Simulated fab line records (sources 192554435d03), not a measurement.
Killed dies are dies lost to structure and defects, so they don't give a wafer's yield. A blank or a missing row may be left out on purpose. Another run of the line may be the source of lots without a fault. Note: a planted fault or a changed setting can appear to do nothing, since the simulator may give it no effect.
Matching of chambers ; flow n5 finfet ; 3 sister chambers for N5_BEOL_M3_ILD_DEP_00 on pecvd-02
The step deposits SiOC from DEMS/O2, target thk 79 nm, time 15.3 s. 3 wafers are shown with their chamber, then 7 later ones without.

WAFERS, EACH WITH ITS CHAMBER
wafer;chamber;throttle valve pct (%)
L081.5;2;11.5
L085.1;1;12.1
L085.2;0;13.1

WAFERS WITH NO CHAMBER GIVEN
wafer;throttle valve pct (%)
L085.6;12.0
L088.3;13.0
L088.5;12.1
L088.6;13.0
L097.1;11.9
L097.3;12.9
L097.6;13.1

WHICH CHAMBER EACH ONE RAN IN
wafer;from the rows above;in truth
L085.6;1;1
L088.3;0;0
L088.5;1;1
L088.6;0;0
L097.1;can't be placed: 1 or 2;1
L097.3;0;0
L097.6;0;0
Correctly placed: 6 of 7. Can't be placed from these rows: 1 (the true chamber is among the candidates in 1). Placed wrongly: 0.
How it was worked out, from the rows above alone: a wafer's distance from a chamber is the root of the sum, over the readings, of the square of ((its reading less the chamber's mean) divided by the reading's scatter). If the next closest chamber is less than 2 further off than the closest, the wafer can't be placed; otherwise it belongs to the closest. The mean given for a chamber averages the wafers shown for that chamber. The scatter (one wafer shown for each chamber): square how far every hidden wafer sits from the nearest shown wafer, average those squares and take the square root.
